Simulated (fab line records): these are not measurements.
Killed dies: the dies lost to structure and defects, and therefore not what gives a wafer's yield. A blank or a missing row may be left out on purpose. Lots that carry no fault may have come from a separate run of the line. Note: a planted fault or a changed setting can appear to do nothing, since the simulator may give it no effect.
Lot-split experiment | flow n5_finfet | 21 wafers read from 7 lots, route of 1938 steps

== SPLIT DETAILS ==
At N5_BEOL_M6_COAT_60 (time 60 s, resist thk 35 nm), the setting spin_rpm was moved away from the recipe's 1500 rpm on 13 of the 21 wafers read, by -9.7% to +6.7%. This setting was run at the recipe's value on the other wafers.

== FROM THE SPLIT TO THE READING: what the file shows between them, 3 steps ==
- N5_BEOL_M6_COAT_05: resist thk 90 nm
- N5_BEOL_M6_EBR_07
- N5_BEOL_M6_DESCUM_16: chemistry O2, time 7.9 s

== THE READING ==
CAR-ArF_of_BEOL_M6_COAT_05.thk_nm (the simulator's own value, which no gauge read), in nm, at N5_BEOL_M6_ETCH_61 (etches SiARC in CF4, target depth 45.5 nm, time 75.8 s). There is no usual value for it anywhere in the file. The 8 wafers here that ran the recipe average 50.9 nm, standard deviation 0.22 nm.

wafer  | tool, chamber at the split | spin_rpm as run, rpm | against the recipe | CAR-ArF_of_BEOL_M6_COAT_05.thk_nm, nm | against lot-mates on the recipe
L075.1 | litho_track-02, 0          | 1435                 | -4.3%              | 49.8                                  | no lot-mate on the recipe
L075.3 | litho_track-02, 0          | 1435                 | -4.3%              | 49.8                                  | no lot-mate on the recipe
L075.4 | litho_track-02, 0          | 1435                 | -4.3%              | 49.6                                  | no lot-mate on the recipe
L077.2 | litho_track-01, 0          | 1500                 | recipe             | 51                                    | -
L077.3 | litho_track-01, 0          | 1500                 | recipe             | 51                                    | -
L077.4 | litho_track-01, 0          | 1500                 | recipe             | 50.8                                  | -
L078.2 | litho_track-01, 0          | 1600                 | +6.7%              | 52.2                                  | +1.6
L078.4 | litho_track-01, 0          | 1600                 | +6.7%              | 51.8                                  | +1.2
L078.5 | litho_track-01, 0          | 1500                 | recipe             | 50.6                                  | -
L081.3 | litho_track-01, 0          | 1355                 | -9.7%              | 48.8                                  | -1.8
L081.4 | litho_track-01, 0          | 1355                 | -9.7%              | 49                                    | -1.6
L081.6 | litho_track-01, 0          | 1500                 | recipe             | 50.6                                  | -
L079.3 | litho_track-04, 0          | 1567                 | +4.5%              | 51.4                                  | +0.4
L079.4 | litho_track-04, 0          | 1500                 | recipe             | 51                                    | -
L079.6 | litho_track-04, 0          | 1567                 | +4.5%              | 51.8                                  | +0.8
L082.2 | litho_track-01, 0          | 1421                 | -5.3%              | 50.2                                  | -1.0
L082.4 | litho_track-01, 0          | 1500                 | recipe             | 51.2                                  | -
L082.5 | litho_track-01, 0          | 1421                 | -5.3%              | 50                                    | -1.2
L088.3 | litho_track-02, 0          | 1440                 | -4.0%              | 50.2                                  | -0.4
L088.5 | litho_track-02, 0          | 1500                 | recipe             | 50.6                                  | -
L088.6 | litho_track-02, 0          | 1440                 | -4.0%              | 50.2                                  | -0.4

THE FIT
A straight line over all 21 wafers: CAR-ArF_of_BEOL_M6_COAT_05.thk_nm changes by +0.187 nm for each +1% of spin_rpm; r = +0.97; the points scatter about the line by 0.24 nm.
The same after taking each lot's own level away (the mean of its wafers on the recipe; 18 wafers): +0.179 nm for each +1%; r = +0.98; scatter 0.2 nm.
The reading moves by 1.7 nm for the largest change in spin_rpm, on that fit.
The span of the lots' own levels, 50.60 to 51.20 nm, comes to 2.8 times the standard deviation stated above.
So the lot-to-lot level changes the slope little: the two slopes agree.
Check: with one of the wafers moved furthest among these (-9.7%) left out of the fit, the line predicts -1.67 nm for it against its lot-mates. It came out at -1.8 nm against them.

== THESE WAFERS: OTHER SPLITS ==
Other splits were also applied to these wafers ahead of the reading. Each is held against what the fit with the lots' levels taken away leaves over:
other split on the same wafers         | wafers away from the commonest value | r with CAR-ArF_of_BEOL_M6_COAT_05.thk_nm (lot level and that fit taken away)
N5_MOL_CONTACT_COAG_ALD_133 ald_cycles | 6                                    | +0.22
N5_MOL_CONTACT_COAG_ETCH_67 source_w   | 9                                    | -0.02
N5_BEOL_M0_SAQP_ETCH_107 bias_w        | 8                                    | +0.29
N5_BEOL_M0_DEP_125 time_s              | 6                                    | -0.04
N5_BEOL_M1_EXPOSE_25 dose_mj           | 8                                    | +0.07
N5_BEOL_M3_ILD_DEP_00 time_s           | 13                                   | +0.10
N5_BEOL_M4_ETCH_70 bias_w              | 7                                    | -0.06
N5_BEOL_M5_ETCH_72 bias_w              | 8                                    | +0.26
N5_BEOL_M5_COAT_66 spin_rpm            | 4                                    | -0.12
N5_BEOL_M6_HM_DEP_02 target_thk_a      | 7                                    | +0.36

== THE WHOLE CHAIN: every reading that the file lists as answering this split, in the file's order ==
step               | what it does                                           | reading                                                                            | change (the file's fit)               | r (the file's)
N5_BEOL_M6_COAT_60 | time 60 s, resist thk 35 nm                            | SiARC_of_BEOL_M6_COAT_60.thk_nm (the simulator's own value, which no gauge read)   | -0.173 nm for each +1% of the setting | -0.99
N5_BEOL_M6_ETCH_61 | etches SiARC in CF4, target depth 45.5 nm, time 75.8 s | etch.depth_nm (the simulator's own value, which no gauge read)                     | -0.177 nm for each +1% of the setting | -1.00
N5_BEOL_M6_ETCH_61 | etches SiARC in CF4, target depth 45.5 nm, time 75.8 s | CAR-ArF_of_BEOL_M6_COAT_05.thk_nm (the simulator's own value, which no gauge read) | +0.178 nm for each +1% of the setting | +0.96

== FILE'S OWN FIT ==
CAR-ArF_of_BEOL_M6_COAT_05.thk_nm changes by +0.178 nm for each +1% of spin_rpm, r = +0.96.
